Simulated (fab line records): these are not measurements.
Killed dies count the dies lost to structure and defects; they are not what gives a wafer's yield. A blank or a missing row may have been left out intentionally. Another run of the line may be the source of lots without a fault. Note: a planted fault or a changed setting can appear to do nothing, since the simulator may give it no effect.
Code-filled problem report in 8D (eight disciplines) form    flow n5-finfet    the parts of the form that need people (team, actions taken, sign-off) are left out

== 1. WHAT WENT WRONG ==
Mean of run-length-s at N5_BEOL_M11_CVD_75: 164.3 s across 4 wafers in 2 lots; on wafers with no fault it is 161.8 s (standard deviation 0.33). That puts it +7.7 standard deviations away from the usual mean.
The step: deposits Co from CCTBA/H2, target thk 2 nm, time 138.9 s.
First seen on wafer L848.3, day 12 13:07, on cvd-co-01. At this step, 36 wafers from 12 lots have a number in the record. By rule, "out" or "out of limits" means more than 4 standard deviations away from the usual mean. The rest of the wafers with a number are treated as sound.

== 2. WHAT IT IS; WHAT IT IS NOT ==
question                     is                              is not
which readings at this step  run-length-s                    -
which lots                   L848, L851                      L839, L840, L843, L844, L847, L852, L859, L860, L861, L862
which wafers of those lots   L848.3, L848.6, L851.1, L851.4  L848.4, L851.5
read on which tools          cvd-co-01                       cvd-co-02
when                         from day 12 13:07               up to then (13 sound wafers); but 19 sound wafers of L847, L851, L852, L859, L860, L861, L862 came after

== 3. SUSPECTS, AND WHAT RULES EACH OUT ==
Counting: if a tool at a process step up to the reading ran every lot that is out, it stays a suspect. Sound lots after the first of them don't rule it out here, since some wafers of a struck lot are sound.
- cvd-co-01 at N5_BEOL_M11_CVD_75 (deposits Co from CCTBA/H2, target thk 2 nm, time 138.9 s): kept. It processed each lot that is out (first: L848, day 12 13:07); up to then, its last sound lot is L844 (day 11 23:35). On those wafers its own readings are out: run-length-s.
- At N5_BEOL_M11_CVD_75, inside cvd-co-01: chamber 2 took the wafers that are out, while their sound lot-mates went through chambers 0, 1.
Left after counting: cvd-co-01 at N5_BEOL_M11_CVD_75.

== 4. THE CAUSE (what the simulator had put in) ==
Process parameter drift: cvd-co-01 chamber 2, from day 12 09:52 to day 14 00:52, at N5_BEOL_M11_CVD_75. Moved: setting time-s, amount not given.
Only this tool survived the counting.

== 5. SEQUENCE OF EFFECTS, ordered by route ==
Rows list readings where the struck wafers' mean (over those with a number) sits beyond 3 standard deviations from the usual. Only readings whose record carries a usual standard deviation are examined. hours: median over the lots of the time between each lot's start at the first step of this table that gives one and its start at this step. sigmas: the change, counted in usual standard deviations.
hours  step                reading       usual    on struck wafers  change  sigmas
0      N5_BEOL_M11_CVD_75  run-length-s  161.8 s  164.3             +2.5    +7.7
The process steps in it:
- N5_BEOL_M11_CVD_75: deposits Co from CCTBA/H2, target thk 2 nm, time 138.9 s.
Later steps that measure or inspect, where all struck wafers having a row at the step show a number for every such reading and not one has moved that far: N5_BEOL_M11_INSPECT_58.

== 6. WHAT WOULD HAVE CAUGHT IT SOONER ==
3 hours passed between the start of the fault at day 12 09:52 and the first reading out of limits in this record, taken at day 12 13:07.
